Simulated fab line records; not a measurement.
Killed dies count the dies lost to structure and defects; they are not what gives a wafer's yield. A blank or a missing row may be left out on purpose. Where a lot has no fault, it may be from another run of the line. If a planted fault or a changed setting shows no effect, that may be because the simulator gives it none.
Chamber matching || flow n5-finfet || N5_BEOL_M0_STRIP_104 on rie-diel-03: 4 sister chambers
The step strips in N2/H2. 4 wafers are shown with their chamber, then 7 later ones without.

WAFERS PAIRED WITH THEIR CHAMBERS
{"wafer": "L079.6", "chamber": 2, "showerhead-plenum-p-Torr (Torr)": 2.51}
{"wafer": "L080.3", "chamber": 0, "showerhead-plenum-p-Torr (Torr)": 2.47}
{"wafer": "L083.1", "chamber": 3, "showerhead-plenum-p-Torr (Torr)": 2.33}
{"wafer": "L083.2", "chamber": 1, "showerhead-plenum-p-Torr (Torr)": 2.61}

WAFERS WITH NO CHAMBER GIVEN
{"wafer": "L083.4", "showerhead-plenum-p-Torr (Torr)": 2.51}
{"wafer": "L086.1", "showerhead-plenum-p-Torr (Torr)": 2.33}
{"wafer": "L086.2", "showerhead-plenum-p-Torr (Torr)": 2.46}
{"wafer": "L086.4", "showerhead-plenum-p-Torr (Torr)": 2.51}
{"wafer": "L096.1", "showerhead-plenum-p-Torr (Torr)": 2.60}
{"wafer": "L096.4", "showerhead-plenum-p-Torr (Torr)": 2.32}
{"wafer": "L096.5", "showerhead-plenum-p-Torr (Torr)": 2.32}

WHICH CHAMBER EACH ONE RAN IN
{"wafer": "L083.4", "from the rows above": 2, "in truth": 2}
{"wafer": "L086.1", "from the rows above": 3, "in truth": 3}
{"wafer": "L086.2", "from the rows above": 0, "in truth": 0}
{"wafer": "L086.4", "from the rows above": 2, "in truth": 2}
{"wafer": "L096.1", "from the rows above": 1, "in truth": 1}
{"wafer": "L096.4", "from the rows above": 3, "in truth": 3}
{"wafer": "L096.5", "from the rows above": 3, "in truth": 3}
Correctly placed: 7 of 7. From these rows, 0 cannot be placed. Placed wrongly: 0.
How it was worked out, from the rows above alone: a wafer's distance from a chamber is the root of the sum, over the readings, of the square of ((its reading less the chamber's mean) divided by the reading's scatter). If the next closest chamber is less than 2 further off than the closest, the wafer can't be placed; otherwise it belongs to the closest. Each chamber's mean is taken over the wafers shown for it. The scatter: with one shown wafer a chamber, the root of the mean of the squares of how far each hidden wafer lies from its nearest shown one.
